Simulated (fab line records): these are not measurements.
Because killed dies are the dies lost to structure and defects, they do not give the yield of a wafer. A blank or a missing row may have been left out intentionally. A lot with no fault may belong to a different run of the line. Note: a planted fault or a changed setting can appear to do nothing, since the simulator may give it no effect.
Matching of chambers ; flow nand_harc ; NHARC_A_CHANNEL_FILL_D2_CMP_10 on cmp-02 has 4 sister chambers
The step polishes, target thk 150 nm. 16 wafers are shown with their chamber, then 8 later ones without.

== WAFERS, EACH WITH ITS CHAMBER ==
wafer;chamber;motor_current_A (A);time_to_endpoint_s (s)
L074.1;0;11.2;16.4
L074.3;3;10.8;15.1
L074.5;2;13.1;17.4
L075.2;1;10.6;15.5
L075.4;2;12.7;14.6
L075.5;3;10.7;13.2
L076.4;3;12.0;16.3
L076.5;0;10.6;15.4
L076.6;3;11.1;15.5
L078.1;3;11.6;15.5
L078.3;2;13.3;14.3
L078.6;0;10.6;12.5
L079.1;0;10.6;11.8
L079.2;1;10.3;11.6
L079.4;2;12.6;15.4
L086.2;3;11.8;13.2

SIGNATURES (means of the wafers above)
reading;chamber 0;chamber 1;chamber 2;chamber 3;scatter within a chamber
motor_current_A;10.750;10.450;12.925;11.333;0.42
time_to_endpoint_s;14.025;13.550;15.425;14.800;1.75
Rule: for a wafer and a chamber, the distance is found by dividing, reading by reading, the gap between the wafer's reading and the chamber's mean by the reading's scatter, squaring, summing and taking the root. The wafer belongs to the nearest chamber; if the next one is less than 2 further off, it can't be placed. The scatter is the square root of a quotient: the sum, over the shown wafers, of each reading's squared deviation from its chamber's mean, divided by wafers minus chambers.

== WAFERS WHOSE CHAMBER IS MISSING ==
wafer;motor_current_A (A);time_to_endpoint_s (s)
L086.4;10.5;10.4
L086.6;11.0;13.9
L093.1;11.2;17.5
L093.4;10.8;15.6
L093.6;10.9;19.5
L094.2;11.0;10.8
L094.3;11.5;14.2
L094.5;12.3;14.1

== EACH ONE'S CHAMBER ==
wafer;from the rows above;in truth
L086.4;can't be placed: 1 or 0 or 3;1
L086.6;can't be placed: 0 or 3 or 1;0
L093.1;can't be placed: 3 or 0 or 1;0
L093.4;can't be placed: 0 or 3 or 1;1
L093.6;can't be placed: 3 or 0 or 1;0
L094.2;can't be placed: 0 or 1 or 3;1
L094.3;can't be placed: 3 or 0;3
L094.5;can't be placed: 2 or 3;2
Correct placement for 0 of the 8. Cannot be placed on the basis of these rows: 8; the candidates contain the true chamber in 8. Placed wrongly: 0.
